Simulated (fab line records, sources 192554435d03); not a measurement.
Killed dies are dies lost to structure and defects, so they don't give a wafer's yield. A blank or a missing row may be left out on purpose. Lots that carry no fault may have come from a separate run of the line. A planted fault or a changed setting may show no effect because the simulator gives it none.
fab line records    flow n5-finfet    part 2 of 2: steps 24 to 32 of 32
record: lots: 5  wafers: 15  last-day: 17
route steps=1938 shown BEOL_M2@897
lots untouched by any fault: they come from a run of this same line in which no faults occurred
start-h: start of the lot's first displayed wafer, in hours after the record's first day    wait-h: time in hours since the lot's previous step    " unchanged from the row above    L1.1+2: several wafers, shown together as one row    - value missing, or start not given    * or withheld: withheld    < > ~ a bound
route shown NAME@n: names a module that has steps shown in the file, with the first one's number in the route    usual: mean/standard deviation taken from wafers without a fault    same: alike in all rows    chamber/n: place in a boat    sites: the reading at each site    _std_site: their standard deviation    _edge_site: mean of outer sites minus mean of inner sites    radius-mm: for every site, how far away it sits from the centre of the wafer    mask NAME#n: copy n    behind: the tool/chamber that last shaped the wafer    hold: cause of the lot's hold/its duration in hours/its outcome    device: transistor that didn't switch, given as n, p or np    end of line: the tests these same wafers got at the end of their route    where a step has no rows: the recipe by itself    killed: at the first sort, the dies lost to defects and structure; wafer yield is something else    map: the dies of a wafer, with x for killed, . for not killed, _ for no die there
set.NAME: the run value of the setting; set.NAME@STEP: its run value at that earlier step    model.NAME: the simulator's own value behind a step, which no gauge read
lots seen at some steps along the route; tables by step, rows by wafer
services: a tool's chamber out of use, with start hour (start-h, from the record's first day; less than 0 if before it), hours out, and reason
== steps ==
step: N5_BEOL_M2_SPUTTER_96
recipe: material: Cu  target-thk-a: 45  temp-c: -20  chamber-pressure-pa: 0.07  power-w: withheld  time-s: 8.29
usual: chamber-pressure-pa: 0.06998/0.00014  chuck-sensor-temp-C: -16.0/0.37  throttle-valve-pct: 30.0/0.89
lot.wafer  tool            chamber  start-h  wait-h  chamber-pressure-pa  chuck-sensor-temp-C  throttle-valve-pct
L078.2     pvd-sputter-02  -        162.36   0.1     0.06999              -16.0                32.0
L078.5     "               -        "        "       0.07025              -16.0                29.4
L078.6     "               -        "        "       0.07013              -16.1                29.9
L085.2     pvd-sputter-01  -        203.02   0.1     0.07013              -16.3                29.3
L085.4     "               -        "        "       0.0701               -16.1                29.9
L085.6     "               -        "        "       0.0702               -16.2                29.1
L089.3     pvd-sputter-03  -        231.58   0.1     0.06987              -15.4                29.6
L089.4     "               -        "        "       0.07002              -16.5                30.4
L089.5     "               -        "        "       0.06983              -16.3                30.1
L091.2     pvd-sputter-03  -        247.08   0.1     0.06999              -15.4                29.8
L091.3     "               -        "        "       0.07013              -16.5                29.8
L091.4     "               -        "        "       0.06985              -16.6                31.5
L093.1     pvd-sputter-03  -        264.09   0.1     0.06997              -15.6                30.6
L093.3     "               -        "        "       0.06986              -16.6                30.3
L093.6     "               -        "        "       0.06975              -16.5                31.9
step: N5_BEOL_M2_ECD_50
recipe: material: Cu  target-thk-a: 3000
lot.wafer   tool       chamber  start-h  wait-h
L078.2+5+6  ecd-cu-01  0,0,1    162.48   0.1
L085.2+4+6  ecd-cu-02  1,0,0    203.14   0.1
L089.3+4+5  ecd-cu-02  1,0,0    231.72   0.1
L091.2+3+4  ecd-cu-01  0,0,1    247.20   0.1
L093.1+3+6  ecd-cu-01  1        264.21   0.1
step: N5_BEOL_M2_ANNEAL_51
recipe: temp-c: 225  time-s: 90  ambient: N2
usual: wafer_temp_C_max: 226.2/0.43
lot.wafer  tool           chamber  start-h  wait-h  wafer_temp_C_max
L078.2     rtp-anneal-01  0        162.60   0.1     225.8
L078.5     "              0        "        "       226.0
L078.6     "              0        "        "       226.1
L085.2     rtp-anneal-02  0        203.26   0.1     226.3
L085.4     "              0        "        "       226.1
L085.6     "              0        "        "       226.3
L089.3     rtp-anneal-01  0        234.15   2.4     226.0
L089.4     "              0        "        "       226.0
L089.5     "              0        "        "       226.0
L091.2     rtp-anneal-02  0        247.33   0.1     226.2
L091.3     "              0        "        "       227.0
L091.4     "              0        "        "       226.3
L093.1     rtp-anneal-01  0        264.28   0.1     225.8
L093.3     "              0        "        "       225.8
L093.6     "              0        "        "       225.6
step: N5_BEOL_M2_CMP_52
recipe: stop-on: SiOC  t-overpolish-s: 6.8  down-force-psi: 1  platen-rpm: 50  clearing-platen-down-force-psi: 1.5  clearing-platen-rpm: 50  post-cmp-clean: cu-alkaline  target-thk-nm: 40  clearing-platen-pad-velocity-m-s: 0.99484  pad-velocity-m-s: 0.99484
usual: barrier-field-endpoint-s: 24.4/0.85  motor-current-A: 6.1/0.62  overpolish-run-s: 6.800/0.0089  platen-rpm: 50.00/0.035  time-to-endpoint-s: 61/3.8
lot.wafer  tool    chamber  start-h  wait-h  barrier-field-endpoint-s  motor-current-A  overpolish-run-s  platen-rpm  time-to-endpoint-s
L078.2     cmp-04  3        162.93   0.3     24.3                      5.9              6.796             49.96       59
L078.6     "       1        "        "       24.6                      5.1              6.803             50.05       60
L078.5     "       2        "        "       24.7                      6.6              6.804             50.02       58
L085.4     cmp-02  3        203.51   0.1     27.2                      6.2              6.801             50.01       73
L085.2     "       2        "        "       25.3                      6.4              6.793             50.03       60
L085.6     "       3        "        "       27.1                      5.9              6.788             49.99       71
L089.3     cmp-02  1        234.57   0.3     23.9                      7.2              6.787             49.99       60
L089.4     "       3        "        "       25.5                      6.3              6.800             49.98       70
L089.5     "       1        "        "       24.7                      6.7              6.811             49.99       60
L091.4     cmp-04  1        247.59   0.1     25.4                      4.9              6.799             49.97       66
L091.2     "       3        "        "       25.6                      6.3              6.796             50.04       65
L091.3     "       0        "        "       24.6                      5.3              6.797             50.03       61
L093.1     cmp-03  0        264.58   0.3     23.4                      6.0              6.798             50.01       58
L093.3     "       2        "        "       22.0                      5.6              6.793             49.98       54
L093.6     "       1        "        "       22.9                      6.3              6.800             49.96       56
step: N5_BEOL_M2_THK_MEAS_53
recipe: thk-meas-gauge: xrf  reads: Cu_of_BEOL_M2_ECD_50
usual: M2_THK: 38.7/2
lot.wafer  tool           chamber  start-h  wait-h  M2_THK[nm]
L078.2     film-metro-01  -        163.15   -       36.9
L078.5     "              -        "        "       36.1
L078.6     "              -        "        "       37.5
L085.2     film-metro-01  -        203.81   -       39.4
L085.4     "              -        "        "       41.9
L085.6     "              -        "        "       40.5
L089.3     film-metro-01  -        234.83   -       39.0
L089.4     "              -        "        "       41.0
L089.5     "              -        "        "       36.6
L091.2     film-metro-02  -        247.88   -       40.0
L091.3     "              -        "        "       38.8
L091.4     "              -        "        "       39.7
L093.1     film-metro-02  -        264.88   -       37.4
L093.3     "              -        "        "       39.2
L093.6     "              -        "        "       35.9
step: N5_BEOL_M2_PRE_CLEAN_60
recipe: gas: NH3/H2  time-s: 15  temp-c: *  rf-power-w: 300
usual: heater-power-w: 77/26
lot.wafer  tool       chamber  start-h  wait-h  heater-power-w
L078.2     cvd-co-01  2        163.19   0.0     46
L078.5     "          1        "        "       66
L078.6     "          2        "        "       46
L085.2     cvd-co-01  2        203.85   0.0     47
L085.4     "          1        "        "       65
L085.6     "          2        "        "       47
L089.3     cvd-co-01  1        234.86   0.0     66
L089.4     "          1        "        "       67
L089.5     "          0        "        "       123
L091.2     cvd-co-02  0        247.92   0.0     74
L091.3     "          2        "        "       63
L091.4     "          1        "        "       96
L093.1     cvd-co-01  0        264.92   0.0     123
L093.3     "          1        "        "       65
L093.6     "          0        "        "       122
step: N5_BEOL_M2_CO_CAP_55
recipe: material: Co  target-thk-a: 20  temp-c: 200  precursor: CCTBA/H2  pressure-torr: 30  time-s: 102.1
usual: heater-power-w: 226/32
lot.wafer  tool       chamber  start-h  wait-h  heater-power-w
L078.2     cvd-co-01  2        163.23   0.0     189
L078.5     "          1        "        "       211
L078.6     "          2        "        "       190
L085.2     cvd-co-01  2        203.91   0.0     184
L085.4     "          1        "        "       209
L085.6     "          2        "        "       190
L089.3     cvd-co-01  1        234.90   0.0     209
L089.4     "          1        "        "       221
L089.5     "          0        "        "       274
L091.2     cvd-co-02  0        247.96   0.0     222
L091.3     "          2        "        "       212
L091.4     "          1        "        "       248
L093.1     cvd-co-01  0        264.96   0.0     284
L093.3     "          1        "        "       210
L093.6     "          0        "        "       285
step: N5_BEOL_M2_PRE_CLEAN_56
recipe: gas: NH3  time-s: 15  temp-c: withheld  rf-power-w: 300
lot.wafer   tool      chamber  start-h  wait-h
L078.2+5+6  pecvd-02  0,2,1    163.32   0.1
L085.2+4+6  pecvd-01  0,0,1    204.03   0.1
L089.3+4+5  pecvd-01  2,0,1    235.00   0.1
L091.2+3+4  pecvd-02  0,1,1    248.05   0.1
L093.1+3+6  pecvd-02  0,2,2    265.05   0.1
step: N5_BEOL_M2_DEP_57
recipe: material: SiCN  target-thk-a: 80  temp-c: withheld  precursor: 3MS/NH3  pressure-torr: 3  rf-w: 202  time-s: 14
usual: showerhead-plenum-p-Torr: 3.664/0.016  throttle-valve-pct: 9.1/0.55
lot.wafer  tool      chamber  start-h  wait-h  showerhead-plenum-p-Torr  throttle-valve-pct
L078.2     pecvd-02  0        163.34   0.0     3.665                     9.1
L078.5     "         2        "        "       3.688                     9.9
L078.6     "         1        "        "       3.653                     9.5
L085.2     pecvd-01  0        204.06   0.0     3.644                     9.4
L085.4     "         0        "        "       3.650                     9.4
L085.6     "         1        "        "       3.683                     9.0
L089.3     pecvd-01  2        235.02   0.0     3.687                     8.8
L089.4     "         0        "        "       3.641                     9.4
L089.5     "         1        "        "       3.671                     8.7
L091.2     pecvd-02  0        248.08   0.0     3.668                     9.2
L091.3     "         1        "        "       3.666                     9.6
L091.4     "         1        "        "       3.659                     9.5
L093.1     pecvd-02  0        265.07   0.0     3.659                     9.3
L093.3     "         2        "        "       3.680                     8.2
L093.6     "         2        "        "       3.683                     8.6
== services ==
tool           chamber  start-h  hours  kind
cmp-03         -        134.55   0.3    repair
cmp-02         -        134.88   1.3    repair
cmp-03         -        139.44   2.7    repair
cmp-04         -        143.20   1.9    repair
cvd-co-02      -        145.58   0.9    repair
cmp-04         -        154.83   6.4    pm
ald-metal-02   1        157.30   1.7    repair
ecd-cu-01      -        159.09   1.0    repair
ald-metal-02   1        164.13   15.2   repair
cvd-co-01      1        190.56   7.6    repair
ald-metal-01   3        193.45   5.0    repair
cvd-co-02      0        196.33   2.2    repair
cvd-co-02      0        202.91   7.9    repair
cvd-co-01      0        203.59   15.8   repair
cmp-04         -        213.83   0.9    repair
pecvd-01       -        218.10   1.0    repair
rtp-anneal-02  -        218.50   6.7    pm
ecd-cu-01      -        229.77   2.2    repair
cmp-04         -        233.19   1.7    repair
ecd-cu-01      -        234.98   7.6    pm
cmp-02         -        252.02   4.6    pm
cmp-02         -        259.66   5.2    repair
ald-metal-01   2        263.55   8.6    repair
ald-metal-01   -        264.98   2.8    pm
